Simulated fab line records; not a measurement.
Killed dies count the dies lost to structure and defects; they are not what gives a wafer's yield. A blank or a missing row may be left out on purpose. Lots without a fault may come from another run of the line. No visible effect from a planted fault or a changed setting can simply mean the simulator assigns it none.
Struck lot and sound lot, side by side / flow n5Finfet / 41 steps out of a route of 1938
Sound: the wafers L417.1, L417.4, L417.6. Struck: wafer L430.5 (L430.2, L430.4, from the same lot, were not struck and are left out); the cause is given at the end.
At each step with rows: each side's tool, then ch and its chambers, then its first start. Under that, the readings that differ: sound wafers / struck wafers / difference of the means / sigmas: that difference in standard deviations of wafers without a fault.
alike: same words and numbers on both sides, and readings whose means sit less than 2 such deviations apart. not compared: any withheld reading, any reading some wafer has no value for, any bound like >300 that may hide the same value, and any number with overlapping values for which the record gives no deviation.
A row with sigmas, a row that says differs or no value, or rows on one side alone: a step with any of these is where the two part. Non-overlapping numbers with no deviation appear without sigmas and do not part them. Lack of a reading on every wafer of one side parts them only where that side has two or more wafers.

first, 2 steps without rows for these wafers: N5_BEOL_M4_SURFACE_TREAT_85; N5_BEOL_M4_CVD_47 (deposits Co from CCTBA/H2, target thk 3 nm, time 223.8 s).
N5_BEOL_M4_SPUTTER_48: material Cu, target thk 4.5 nm, time 8.29 s.
  struck on pvdSputter-03, day 12 07:10; sound on pvdSputter-01, day 8 23:37
reading=throttleValvePct (%); sound=27.3 30.1 30.3; struck=31.7; difference=+2.5; sigmas=+2
then, 4 steps without rows for these wafers: N5_BEOL_M4_ANNEAL_49 (time 240 s); N5_BEOL_M4_SPUTTER_79 (material Cu, target thk 4.5 nm, time 8.29 s); N5_BEOL_M4_ANNEAL_80 (time 240 s); N5_BEOL_M4_SPUTTER_81 (material Cu, target thk 4.5 nm, time 8.29 s).
N5_BEOL_M4_ANNEAL_82: time 240 s.
  struck on pvdSputter-03, day 12 07:41; sound on pvdSputter-01, day 9 00:08
  alike: heaterPowerW
then, 4 steps without rows for these wafers: N5_BEOL_M4_SPUTTER_86 (material Cu, target thk 4.5 nm, time 8.29 s); N5_BEOL_M4_ANNEAL_87 (time 240 s); N5_BEOL_M4_SPUTTER_88 (material Cu, target thk 4.5 nm, time 8.29 s); N5_BEOL_M4_ANNEAL_89 (time 240 s).
N5_BEOL_M4_SPUTTER_90: material Cu, target thk 4.5 nm, time 8.29 s.
  struck on pvdSputter-03, day 12 08:16; sound on pvdSputter-01, day 9 00:43
reading=throttleValvePct (%); sound=27.5 30.5 30.1; struck=31.8; difference=+2.4; sigmas=+2
then, 2 steps without rows for these wafers: N5_BEOL_M4_ANNEAL_91 (time 240 s); N5_BEOL_M4_SPUTTER_92 (material Cu, target thk 4.5 nm, time 8.29 s).
N5_BEOL_M4_ANNEAL_93: time 240 s.
  struck on pvdSputter-03, day 12 08:34; sound on pvdSputter-01, day 9 01:01
  alike: heaterPowerW
then, 1 step without rows for these wafers: N5_BEOL_M4_SPUTTER_94 (material Cu, target thk 4.5 nm, time 8.29 s).
N5_BEOL_M4_ANNEAL_95: time 240 s.
  struck on pvdSputter-03, day 12 08:47; sound on pvdSputter-01, day 9 01:14
  alike: heaterPowerW
then, 2 steps without rows for these wafers: N5_BEOL_M4_SPUTTER_96 (material Cu, target thk 4.5 nm, time 8.29 s); N5_BEOL_M4_ECD_50 (material Cu, target thk 300 nm).
N5_BEOL_M4_ANNEAL_51: time 90 s.
  sound on rtpAnneal-02 ch 0, day 9 01:35; struck on rtpAnneal-02 ch 0, day 12 09:10
  alike: wafer_temp_C_max
then, 5 steps without rows for these wafers: N5_BEOL_M4_CMP_52 (polishes, stops on SiOC, t overpolish 6.8 s, target thk 40 nm); N5_BEOL_M4_PRE_CLEAN_60 (time 15 s); N5_BEOL_M4_CO_CAP_55 (material Co, precursor CCTBA/H2, target thk 2 nm, time 102.1 s); N5_BEOL_M4_PRE_CLEAN_56 (time 15 s); N5_BEOL_M4_DEP_57 (deposits SiCN from 3MS/NH3, target thk 8 nm, time 14 s).
N5_BEOL_M4_RS_MEAS_58: uses a four-point probe to measure.
  struck on filmMetro-02, day 12 10:00; sound on filmMetro-01, day 9 02:26
  alike: M4_RS
N5_BEOL_M4_RC_MEAS_101:
  sound on prober-01 ch 0, day 9 02:30; struck on prober-01 ch 0, day 12 10:13
  alike: DIBL_N, DIBL_P, IOFF_N, IOFF_P, ION_N, ION_P, SS_N, SS_P, VT_N, VT_P
then, 2 steps without rows for these wafers: N5_BEOL_M5_ILD_DEP_00 (deposits SiCOH lowk from DEMS/porogen, target thk 140.64 nm, time 25.9 s); N5_BEOL_M5_CURE_79 (cures SiCOH lowk, time 240 s).
N5_BEOL_M5_THK_MEAS_01:
  struck on filmMetro-02, day 12 11:35; sound on filmMetro-01, day 9 04:02
  alike: M5_ILD_THK
then, 9 steps without rows for these wafers: N5_BEOL_M5_PECVD_70 (deposits SiO2 from TEOS/O2, target thk 16 nm, time 18 s); N5_BEOL_M5_HM_DEP_02 (deposits TiN, target thk 20 nm); N5_BEOL_M5_COAT_59 (time 60 s, resist thk 60 nm); N5_BEOL_M5_COAT_60 (time 60 s, resist thk 12 nm); N5_BEOL_M5_COAT_71 (time 60 s, resist thk 5 nm); N5_BEOL_M5_COAT_05 (resist thk 30 nm); N5_BEOL_M5_EBR_07; N5_BEOL_M5_SOFTBAKE_06 (time 60 s); N5_BEOL_M5_EXPOSE_08 (exposes mask M5, target cd 28 nm).
-- here the record skips 4 days between the struck wafers' starts before and after, leaving off in module BEOL_M5 and picking up in module PASSIVATION (first step shown: number 1936 of the route) --
N5_PASSIVATION_PROBE_49:
  only the struck wafers here have rows in the record (prober-01, day 16 17:05); the sound ones have none

## WHERE THEY PART
Last at N5_PASSIVATION_PROBE_49 as far as this record goes, first at N5_BEOL_M4_SPUTTER_48.

WHY: whatever the simulator had introduced
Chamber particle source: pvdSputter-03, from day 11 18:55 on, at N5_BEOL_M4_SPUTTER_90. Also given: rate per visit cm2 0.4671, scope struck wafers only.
